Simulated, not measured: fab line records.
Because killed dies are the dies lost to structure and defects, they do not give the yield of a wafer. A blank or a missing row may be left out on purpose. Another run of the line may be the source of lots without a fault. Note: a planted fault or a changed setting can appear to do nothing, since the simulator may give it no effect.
Chamber matching	flow n5 finfet	rie diel-04 running N5_GATE_CUT_ETCH_28: 4 sister chambers
The step etches underlayer in N2/H2, target depth 13 nm, time 10.4 s. 16 wafers are shown with their chamber, then 8 later ones without.

WAFERS, EACH WITH ITS CHAMBER
wafer	chamber	showerhead plenum p Torr (Torr)	drypump motor current A (A)	rf vpp V (V)
L080.2	3	2.50	6.0	523.4
L080.4	0	2.35	6.4	516.3
L080.5	1	2.58	6.2	524.2
L081.2	2	2.60	5.5	526.6
L081.5	1	2.58	6.2	525.3
L081.6	0	2.35	6.4	519.3
L082.1	2	2.60	5.5	526.4
L082.2	0	2.35	6.3	519.1
L082.6	0	2.35	6.3	519.9
L087.1	0	2.35	6.4	516.6
L087.2	1	2.57	6.2	525.1
L087.3	3	2.50	6.0	522.7
L089.4	0	2.34	6.4	516.9
L089.5	1	2.57	6.2	523.5
L089.6	3	2.50	6.0	521.6
L092.1	2	2.59	5.5	525.1

SIGNATURES (averages over the wafers above)
reading	chamber 0	chamber 1	chamber 2	chamber 3	scatter within a chamber
showerhead plenum p Torr	2.3483	2.5750	2.5967	2.5000	0.00456
drypump motor current A	6.367	6.200	5.500	6.000	0.0333
rf vpp V	518.017	524.525	526.033	522.567	1.21
Rule: a wafer's distance from a chamber is the root of the sum, over the readings, of the square of ((its reading less the chamber's mean) divided by the reading's scatter). If the next closest chamber is less than 2 further off than the closest, the wafer can't be placed; otherwise it belongs to the closest. The scatter: the root of (the sum of the squares of (reading less its chamber's mean) over the shown wafers, divided by (wafers less chambers)).

WAFERS MISSING THEIR CHAMBER
wafer	showerhead plenum p Torr (Torr)	drypump motor current A (A)	rf vpp V (V)
L092.4	2.57	6.2	525.4
L092.5	2.49	6.1	522.5
L097.2	2.56	6.2	523.5
L097.3	2.49	6.0	522.4
L097.5	2.59	5.5	524.9
L096.3	2.49	6.1	521.5
L096.4	2.34	6.3	519.9
L096.6	2.56	6.2	524.7

THE CHAMBER EACH PASSED THROUGH
wafer	from the rows above	in truth
L092.4	1	1
L092.5	3	3
L097.2	1	1
L097.3	3	3
L097.5	2	2
L096.3	3	3
L096.4	0	0
L096.6	1	1
Correctly placed: 8 of 8. From these rows, 0 cannot be placed. 0 placed wrongly.
